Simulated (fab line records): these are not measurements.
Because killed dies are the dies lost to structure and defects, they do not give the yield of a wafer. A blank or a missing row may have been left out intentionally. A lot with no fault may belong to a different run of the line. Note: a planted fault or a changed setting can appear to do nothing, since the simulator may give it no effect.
fab line records | flow n5_finfet
[record] lots = 7 | wafers = 18 | last_day = 18
route steps=1938 shown BEOL_M0@734 BEOL_M4@1111
lots that met no fault: from a run of the same line without faults
start_h: hours from the record's opening day to when the first of the lot's shown wafers began | wait_h: time in hours since the lot's previous step | " same as the row above | L1.1+2: one row covering several wafers at once | - no value, or no start given | * or withheld: withheld | < > ~ a bound
route shown NAME@n: names a module that has steps shown in the file, with the first one's number in the route | usual: the fault-free wafers' mean and standard deviation | same: alike in all rows | chamber/n: place in a boat | sites: each site's reading | _std_site: the values' standard deviation | _edge_site: outer sites' mean less inner sites' | radius_mm: how far each site lies from the wafer's centre | mask NAME#n: copy n | behind: the tool/chamber that last shaped the wafer | hold: cause of the lot's hold/its duration in hours/its outcome | device: the n, p or np transistor that did not switch | end of line: the same wafers' tests at the end of the route | where a step has no rows: the recipe by itself | killed: the dies lost at the first sort to structure and to defects; this is not the yield of the wafer | map: a wafer's dies, marking killed ones x, the rest . and places with no die _
set.NAME: the setting the step ran with; set.NAME@STEP: the setting that earlier step ran with | model.NAME: the simulator's own value behind a step, which no gauge read
lots at some steps of the route; a table a step, a row a wafer
services: from which hour (start_h, from the record's first day; less than 0 if before it) a tool's chamber was out of use, for how many hours, and why
[[steps]]
[step N5_BEOL_M0_SPUTTER_116]
[recipe] material = Cu | target_thk_a = 40 | temp_c = -20 | chamber_pressure_pa = 0.07 | power_w = withheld | time_s = 7.37
[usual] susceptor_temp_C = -19.99/0.11 | throttle_valve_pct = 30.4/1.3
lot.wafer | tool           | chamber | start_h | wait_h | susceptor_temp_C | throttle_valve_pct
L296.2    | pvd_sputter-03 | -       | 115.83  | 0.3    | -20.08           | 28.4
L296.4    | "              | -       | "       | "      | -20.09           | 28.7
L296.5    | "              | -       | "       | "      | -19.96           | 31.6
L300.1    | pvd_sputter-03 | -       | 139.96  | 0.1    | -20.06           | 29.1
L300.3    | "              | -       | "       | "      | -19.93           | 28.5
L300.6    | "              | -       | "       | "      | -19.98           | 28.6
L306.1    | pvd_sputter-01 | -       | 175.79  | 0.1    | -20.01           | 31.6
L306.4    | "              | -       | "       | "      | -19.99           | 31.8
L306.6    | "              | -       | "       | "      | -19.90           | 28.7
L315.1    | pvd_sputter-01 | -       | 241.52  | 0.2    | -19.74           | 32.0
L315.2    | "              | -       | "       | "      | -20.01           | 31.4
L316.2    | pvd_sputter-02 | -       | 249.32  | 0.1    | -19.76           | 28.9
L316.3    | "              | -       | "       | "      | -20.24           | 30.9
L318.2    | pvd_sputter-03 | -       | 255.53  | 0.3    | -20.10           | 28.5
L318.4    | "              | -       | "       | "      | -19.98           | 31.5
L319.4    | pvd_sputter-03 | -       | 263.21  | 0.1    | -20.06           | 29.0
L319.5    | "              | -       | "       | "      | -20.01           | 31.6
L319.6    | "              | -       | "       | "      | -20.02           | 32.3
[step N5_BEOL_M0_ANNEAL_117]
[recipe] temp_c = 400 | time_s = 60 | ambient = vacuum
[usual] heater_power_w = 823/100 | susceptor_temp_C = 400.00/0.24
lot.wafer | tool           | chamber | start_h | wait_h | heater_power_w | susceptor_temp_C
L296.2    | pvd_sputter-03 | -       | 115.91  | 0.0    | 761            | 400.11
L296.4    | "              | -       | "       | "      | 917            | 399.73
L296.5    | "              | -       | "       | "      | 714            | 400.29
L300.1    | pvd_sputter-03 | -       | 140.04  | 0.0    | 958            | 399.78
L300.3    | "              | -       | "       | "      | 753            | 400.25
L300.6    | "              | -       | "       | "      | 755            | 399.86
L306.1    | pvd_sputter-01 | -       | 175.87  | 0.0    | 933            | 399.87
L306.4    | "              | -       | "       | "      | 813            | 399.95
L306.6    | "              | -       | "       | "      | 756            | 400.11
L315.1    | pvd_sputter-01 | -       | 241.60  | 0.0    | 819            | 399.87
L315.2    | "              | -       | "       | "      | 959            | 400.18
L316.2    | pvd_sputter-02 | -       | 249.40  | 0.0    | 774            | 400.00
L316.3    | "              | -       | "       | "      | 714            | 399.91
L318.2    | pvd_sputter-03 | -       | 255.61  | 0.0    | 760            | 400.10
L318.4    | "              | -       | "       | "      | 704            | 399.89
L319.4    | pvd_sputter-03 | -       | 263.29  | 0.0    | 955            | 400.13
L319.5    | "              | -       | "       | "      | 685            | 399.81
L319.6    | "              | -       | "       | "      | 865            | 399.77
[step N5_BEOL_M0_SPUTTER_132]
[recipe] material = Cu | target_thk_a = 40 | temp_c = -20 | chamber_pressure_pa = 0.07 | power_w = withheld | time_s = 7.37
[step N5_BEOL_M0_ANNEAL_133]
[recipe] temp_c = 400 | time_s = 60 | ambient = vacuum
[usual] heater_power_w = 824/100 | susceptor_temp_C = 400.00/0.23
lot.wafer | tool           | chamber | start_h | wait_h | heater_power_w | susceptor_temp_C
L296.2    | pvd_sputter-03 | -       | 116.03  | 0.0    | 763            | 399.99
L296.4    | "              | -       | "       | "      | 977            | 400.40
L296.5    | "              | -       | "       | "      | 701            | 399.90
L300.1    | pvd_sputter-03 | -       | 140.16  | 0.0    | 980            | 399.64
L300.3    | "              | -       | "       | "      | 753            | 399.74
L300.6    | "              | -       | "       | "      | 763            | 400.06
L306.1    | pvd_sputter-01 | -       | 175.99  | 0.0    | 964            | 400.30
L306.4    | "              | -       | "       | "      | 800            | 400.54
L306.6    | "              | -       | "       | "      | 753            | 400.53
L315.1    | pvd_sputter-01 | -       | 241.72  | 0.0    | 820            | 400.22
L315.2    | "              | -       | "       | "      | 910            | 400.24
L316.2    | pvd_sputter-02 | -       | 249.52  | 0.0    | 770            | 399.55
L316.3    | "              | -       | "       | "      | 721            | 400.21
L318.2    | pvd_sputter-03 | -       | 255.73  | 0.0    | 752            | 399.87
L318.4    | "              | -       | "       | "      | 686            | 400.35
L319.4    | pvd_sputter-03 | -       | 263.41  | 0.0    | 964            | 400.05
L319.5    | "              | -       | "       | "      | 701            | 399.67
L319.6    | "              | -       | "       | "      | 857            | 399.95
[step N5_BEOL_M0_SPUTTER_134]
[recipe] material = Cu | target_thk_a = 40 | temp_c = -20 | chamber_pressure_pa = 0.07 | power_w = withheld | time_s = 7.37
[step N5_BEOL_M0_ANNEAL_135]
[recipe] temp_c = 400 | time_s = 60 | ambient = vacuum
[step N5_BEOL_M0_SPUTTER_141]
[recipe] material = Cu | target_thk_a = 40 | temp_c = -20 | chamber_pressure_pa = 0.07 | power_w = withheld | time_s = 7.37
[usual] susceptor_temp_C = -20.00/0.11 | throttle_valve_pct = 30.4/1.3
lot.wafer | tool           | chamber | start_h | wait_h | susceptor_temp_C | throttle_valve_pct
L296.2    | pvd_sputter-03 | -       | 116.19  | 0.0    | -20.18           | 28.4
L296.4    | "              | -       | "       | "      | -20.08           | 29.1
L296.5    | "              | -       | "       | "      | -20.01           | 31.5
L300.1    | pvd_sputter-03 | -       | 140.32  | 0.0    | -19.84           | 29.3
L300.3    | "              | -       | "       | "      | -19.96           | 28.6
L300.6    | "              | -       | "       | "      | -19.88           | 28.5
L306.1    | pvd_sputter-01 | -       | 176.15  | 0.0    | -20.09           | 31.4
L306.4    | "              | -       | "       | "      | -19.96           | 32.0
L306.6    | "              | -       | "       | "      | -20.02           | 28.5
L315.1    | pvd_sputter-01 | -       | 241.88  | 0.0    | -19.91           | 32.0
L315.2    | "              | -       | "       | "      | -20.02           | 31.3
L316.2    | pvd_sputter-02 | -       | 249.68  | 0.0    | -20.07           | 28.9
L316.3    | "              | -       | "       | "      | -20.15           | 30.7
L318.2    | pvd_sputter-03 | -       | 255.89  | 0.0    | -19.96           | 28.5
L318.4    | "              | -       | "       | "      | -19.99           | 31.4
L319.4    | pvd_sputter-03 | -       | 263.57  | 0.0    | -19.93           | 29.0
L319.5    | "              | -       | "       | "      | -20.07           | 31.6
L319.6    | "              | -       | "       | "      | -20.09           | 32.1
[step N5_BEOL_M0_ECD_118]
[recipe] material = Cu | target_thk_a = 3000
[step N5_BEOL_M0_ANNEAL_119]
[recipe] temp_c = 225 | time_s = 90 | ambient = N2
[step N5_BEOL_M0_CMP_120]
[recipe] stop_on = SiOC | t_overpolish_s = 6.9 | down_force_psi = 1 | platen_rpm = 50 | clearing_platen_down_force_psi = 1.5 | clearing_platen_rpm = 50 | post_cmp_clean = cu_alkaline | clearing_platen_pad_velocity_m_s = 0.99484 | pad_velocity_m_s = 0.99484
[step N5_BEOL_M0_PRE_CLEAN_131]
[recipe] gas = NH3/H2 | time_s = 15 | temp_c = * | rf_power_w = 300
[usual] heater_power_w = 102/26 | susceptor_temp_C = *
lot.wafer | tool      | chamber | start_h | wait_h | heater_power_w | susceptor_temp_C
L296.2    | cvd_co-02 | 1       | 120.14  | 0.0    | 104            | *
L296.4    | "         | 1       | "       | "      | 101            | *
L296.5    | "         | 2       | "       | "      | 130            | *
L300.1    | cvd_co-01 | 0       | 144.63  | 0.0    | 78             | *
L300.3    | "         | 1       | "       | "      | 141            | *
L300.6    | "         | 1       | "       | "      | 139            | *
L306.1    | cvd_co-01 | 2       | 181.76  | 0.0    | 82             | *
L306.4    | "         | 1       | "       | "      | 142            | *
L306.6    | "         | 2       | "       | "      | 80             | *
L315.1    | cvd_co-02 | 2       | 242.71  | 0.0    | 138            | *
L315.2    | "         | 0       | "       | "      | 82             | *
L316.2    | cvd_co-02 | 2       | 250.50  | 0.0    | 131            | *
L316.3    | "         | 2       | "       | "      | 134            | *
L318.2    | cvd_co-02 | 1       | 257.01  | 0.0    | 105            | *
L318.4    | "         | 1       | "       | "      | 103            | *
L319.4    | cvd_co-01 | 0       | 264.67  | 0.1    | 76             | *
L319.5    | "         | 2       | "       | "      | 79             | *
L319.6    | "         | 1       | "       | "      | 141            | *
[step N5_BEOL_M0_CO_CAP_123]
[recipe] material = Co | target_thk_a = 20 | temp_c = 200 | precursor = CCTBA/H2 | pressure_torr = 30 | time_s = 102.1
[usual] heater_power_w = 258/32 | run_length_s = 124.5/0.38 | susceptor_temp_C = 200.00/0.14
lot.wafer | tool      | chamber | start_h | wait_h | heater_power_w | run_length_s | susceptor_temp_C | model.Co_of_BEOL_M0_CO_CAP_123.thk_nm
L296.2    | cvd_co-02 | 1       | 120.18  | 0.0    | 257            | 123.9        | 199.96           | 2
L296.4    | "         | 1       | "       | "      | 253            | 123.9        | 199.93           | 2
L296.5    | "         | 2       | "       | "      | 294            | 124.0        | 200.19           | 2
L300.1    | cvd_co-01 | 0       | 144.67  | 0.0    | 226            | 124.5        | 200.11           | 2
L300.3    | "         | 1       | "       | "      | 303            | 124.3        | 199.94           | 1.8
L300.6    | "         | 1       | "       | "      | 305            | 124.3        | 200.12           | 2
L306.1    | cvd_co-01 | 2       | 181.80  | 0.0    | 233            | 125.4        | 199.79           | 2
L306.4    | "         | 1       | "       | "      | 302            | 124.3        | 199.99           | 2
L306.6    | "         | 2       | "       | "      | 237            | 124.6        | 199.98           | 2
L315.1    | cvd_co-02 | 2       | 242.77  | 0.0    | 292            | 124.1        | 199.70           | 1.8
L315.2    | "         | 0       | "       | "      | 239            | 80.2         | -                | 1.2
L316.2    | cvd_co-02 | 2       | 250.56  | 0.0    | 296            | 79.7         | -                | 1
L316.3    | "         | 2       | "       | "      | 294            | 80.3         | -                | 1
L318.2    | cvd_co-02 | 1       | 257.05  | 0.0    | 259            | 80.0         | -                | 1.2
L318.4    | "         | 1       | "       | "      | 255            | 124.1        | 200.22           | 2.2
L319.4    | cvd_co-01 | 0       | 264.72  | 0.0    | 229            | 124.5        | 200.02           | 2.2
L319.5    | "         | 2       | "       | "      | 234            | 124.6        | 199.93           | 2.2
L319.6    | "         | 1       | "       | "      | 304            | 124.1        | 199.80           | 2
[step N5_BEOL_M0_PRE_CLEAN_124]
[recipe] gas = NH3 | time_s = 15 | temp_c = withheld | rf_power_w = 300
[step N5_BEOL_M4_RC_MEAS_101]
[usual] DIBL_N = 35.7/1.5 | DIBL_P = 35.7/2 | IOFF_N = 0.155/0.026 | IOFF_P = 0.20/0.031 | ION_N = 675/11 | ION_P = 462/7.1 | SS_N = 71.3/0.57 | SS_P = 73.1/0.56 | VT_N = 250/3 | VT_P = -251/3
lot.wafer | tool      | chamber | start_h | wait_h | DIBL_N[mV/V] | DIBL_P[mV/V] | IOFF_N[nA/um] | IOFF_P[nA/um] | ION_N[uA/um] | ION_P[uA/um] | SS_N[mV/dec] | SS_P[mV/dec] | VT_N[mV] | VT_P[mV]
L296.2    | prober-02 | 0       | 176.03  | 0.2    | 33.2         | 32.0         | 0.120         | 0.15          | 678          | 471          | 70.4         | 72.1         | 253      | -254
L296.4    | "         | 0       | "       | "      | 35.7         | 35.7         | 0.157         | 0.21          | 682          | 466          | 71.2         | 73.1         | 248      | -250
L296.5    | "         | 0       | "       | "      | 37.4         | 36.9         | 0.186         | 0.23          | 676          | 468          | 71.4         | 73.7         | 246      | -249
L300.1    | prober-02 | 0       | 198.90  | 0.0    | 35.3         | 33.2         | 0.147         | 0.18          | 670          | 456          | 71.3         | 72.1         | 249      | -253
L300.3    | "         | 0       | "       | "      | 35.9         | 33.9         | 0.149         | 0.19          | 681          | 467          | 71.2         | 73.2         | 251      | -251
L300.6    | "         | 0       | "       | "      | 36.7         | 34.5         | 0.176         | 0.21          | 701          | 469          | 72.0         | 72.5         | 245      | -247
L306.1    | prober-01 | 0       | 232.30  | 0.0    | 36.0         | 35.8         | 0.142         | 0.18          | 674          | 460          | 71.3         | 73.3         | 252      | -256
L306.4    | "         | 0       | "       | "      | 36.2         | 37.0         | 0.152         | 0.18          | 675          | 461          | 71.4         | 74.2         | 251      | -254
L306.6    | "         | 0       | "       | "      | 34.4         | 34.1         | 0.125         | 0.15          | 670          | 463          | 70.6         | 72.5         | 252      | -255
L315.1    | prober-01 | 0       | 286.03  | 0.0    | 35.8         | 33.9         | 0.141         | 0.20          | 677          | 461          | 71.3         | 72.9         | 253      | -251
L315.2    | "         | 0       | "       | "      | 35.6         | 34.8         | 0.132         | 0.22          | 675          | 476          | 71.3         | 73.2         | 254      | -248
L316.2    | prober-01 | 0       | 305.52  | 0.2    | 32.7         | 33.4         | 0.113         | 0.16          | 666          | 452          | 70.4         | 72.4         | 254      | -254
L316.3    | "         | 0       | "       | "      | 34.7         | 35.0         | 0.136         | 0.18          | 669          | 454          | 71.8         | 72.3         | 251      | -252
L318.2    | prober-01 | 0       | 311.70  | 0.2    | 36.3         | 38.2         | 0.163         | 0.20          | 676          | 463          | 71.2         | 73.6         | 248      | -250
L318.4    | "         | 0       | "       | "      | 36.4         | 38.7         | 0.166         | 0.21          | 689          | 468          | 71.1         | 73.5         | 246      | -253
L319.4    | prober-02 | 0       | 320.53  | 0.5    | 37.1         | 38.4         | 0.175         | 0.22          | 669          | 457          | 71.6         | 73.4         | 249      | -252
L319.5    | "         | 0       | "       | "      | 35.9         | 37.9         | 0.164         | 0.20          | 681          | 462          | 71.2         | 73.8         | 250      | -252
L319.6    | "         | 0       | "       | "      | 38.2         | 40.2         | 0.214         | 0.26          | 680          | 464          | 72.1         | 74.0         | 244      | -248
[[services]]
tool           | chamber | start_h | hours | kind
cvd_co-01      | 1       | 115.10  | -     | clean
cvd_co-01      | 1       | 115.10  | 22.0  | scheduled_down
cvd_co-01      | 1       | 115.10  | 22.0  | vent_cycle
pvd_sputter-03 | -       | 144.93  | 4.2   | repair
pvd_sputter-03 | -       | 178.36  | 1.0   | repair
cvd_co-02      | -       | 195.30  | 6.0   | pm
cvd_co-02      | -       | 215.45  | 1.5   | repair
cvd_co-02      | 1       | 240.53  | 10.1  | repair
[[key]]
[first_sign] step = N5_BEOL_M0_CO_CAP_123 | reading = run_length_s | direction = down | sigmas = 99+ | usual = * | struck = *
effect none on later readings
[model_effect] step = N5_BEOL_M0_CO_CAP_123 | value = Co_of_BEOL_M0_CO_CAP_123.thk_nm | without = 1.95 | struck = 1.1
met_at N5_BEOL_M0_CO_CAP_123
struck_wafers L315.2,L316.2,L316.3,L318.2
[baseline_loss] step = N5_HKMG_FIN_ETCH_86 | wafers = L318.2
onset_between 120.18 242.77
[fault] kind = process_parameter_drift | tool = cvd_co-02 | chamber = - | onset_h = 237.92 | steps = N5_BEOL_M0_CO_CAP_123 | channel = time_s | offset = * | shape = step | end_h = 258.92 | scope = struck_wafers_only | acts_in = * | stated = *
// baseline_loss: these wafers lose ten dies or more at that step, a loss of the line's own and not of a fault; the sort's usual values leave them out
